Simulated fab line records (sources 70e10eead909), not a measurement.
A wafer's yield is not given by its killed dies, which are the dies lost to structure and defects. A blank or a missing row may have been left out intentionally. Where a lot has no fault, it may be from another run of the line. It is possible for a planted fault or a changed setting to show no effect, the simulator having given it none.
Comparing a struck lot with a sound one | flow nandHarc | 13 out of 1159 route steps
Sound: these wafers, L946.1, L946.2, L946.5. Wafers L934.3, L934.4, L934.5 were the ones struck. Last of all comes the cause.
At each step with rows: each side's tool, then ch and its chambers, then its first start. Under that, the readings that differ: sound wafers | struck wafers | difference of the means | sigmas: that difference in standard deviations of wafers without a fault.
alike: a reading whose means differ by less than 2 such deviations, as well as words and numbers matching on both sides. not compared: withheld readings; readings where some wafer has no value; bounds like >300 that might hide an equal value; numbers whose values overlap and for which the record gives no deviation.
The two part at a step that has a row with sigmas, a row that says differs or no value, or rows on one side only. Numbers that have no deviation but don't overlap get no sigmas and don't part them. A reading missing from all wafers of one side parts the sides only when that side holds two or more wafers.

NHARC_P_M0_INSPECT_27:
  sound: defectInspect-01 at day 10 20:26; struck: defectInspect-01 at day 7 20:34
  alike: rawDefectCount
NHARC_P_M0_PRE_CLEAN_31: time 12 s.
  sound on pecvd-03 ch 0,2, day 10 20:31; struck on pecvd-03 ch 0,2, day 7 20:44
  alike: heaterPowerW
  not compared: sinceWetCleanH
NHARC_P_M0_DEP_32: deposits SiCN, target thk 30 nm.
  sound on pecvd-03 ch 0,2, day 10 20:37; struck on pecvd-03 ch 0,2, day 7 20:51
  alike: heaterPowerW
  not compared: sinceWetCleanH
then, 8 steps without rows for these wafers: NHARC_P_M1_DEP_00 (deposits SiOC, target thk 182.5 nm); NHARC_P_M1_DEHYDRATE_01 (time 120 s); NHARC_P_M1_HMDS_02 (time 30 s); NHARC_P_M1_COAT_34 (time 65 s); NHARC_P_M1_COAT_03 (resist thk 90 nm); NHARC_P_M1_SOFTBAKE_04 (time 55 s); NHARC_P_M1_EBR_05; NHARC_P_M1_EXPOSE_06 (exposes mask P M1, target cd 130 nm).
NHARC_P_M1_PEB_07: peb time 65 s.
  struck on lithoTrack-01, day 7 21:59; sound on lithoTrack-01 ch 0, day 10 21:45
  no value came back on the struck wafers for chillPlateTempC (C), exhaustPa (Pa), heaterPowerTotalW (W); on the sound wafers chillPlateTempC (C) reads 22.79 22.76 22.82
then, 1 step without rows for these wafers: NHARC_P_M1_DEVELOP_08 (develop time 35 s).

== WHERE THEY PART ==
Only at NHARC_P_M1_PEB_07, within this record.

WHY: the cause the simulator had injected
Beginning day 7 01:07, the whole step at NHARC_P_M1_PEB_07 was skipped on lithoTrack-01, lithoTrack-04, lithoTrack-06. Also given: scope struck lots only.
